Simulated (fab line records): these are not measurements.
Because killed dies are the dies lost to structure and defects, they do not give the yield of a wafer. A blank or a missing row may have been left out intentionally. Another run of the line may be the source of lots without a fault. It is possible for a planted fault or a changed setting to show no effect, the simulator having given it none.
What tool caused it? -- flow n5-finfet -- 36 wafers sampled from 12 lots at 1 step of a route of 1938

== WHAT THE GAUGES SHOWED, per wafer ==
N5_BEOL_M10_THK_MEAS_01.
lot,measured,on,M10_ILD_THK (nm)
L075,day 12 20:32,film-metro-01,268 265 269
L077,day 13 11:10,film-metro-01,270 266 271
L080,day 14 03:25,film-metro-02,267 263 269
L083,day 14 12:19,film-metro-01,265 269 269
L084,day 14 18:53,film-metro-01,261 264 266
L086,day 15 07:50,film-metro-02,274 269 276
L088,day 15 21:14,film-metro-02,267 272 274
L089,day 16 04:37,film-metro-02,268 273 271
L091,day 16 12:50,film-metro-01,266 265 271
L097,day 17 19:15,film-metro-02,267 270 272
L079,day 17 20:21,film-metro-01,268 268 274
L095,day 18 19:37,film-metro-02,262 267 265

== TOOL THAT RAN EACH LOT (tool first, then ch and the chambers of the sampled wafers, then the start) ==
Before these readings, the record contains no process step.

== THE ANSWER, worked out from the rows above alone ==
Rule: the lots themselves supply what counts as usual. The widest of any qualifying gaps counts: lots, ordered by their means at a reading, are off when they make up no more than a third of the lots, leave a main group of 4 or more, and stand apart from it by 3 or more times the standard deviation of that group's means. A main group whose means are all the same, to the digits that the tables above print for the reading, isn't used. A lot without any number at a reading at which 4 lots or more have one is off too. All remaining lots with rows at the step are treated as sound.
Across all readings shown, no lot is off: no conclusion can be drawn from this.

== WHAT WAS PUT IN BY THE SIMULATOR ==
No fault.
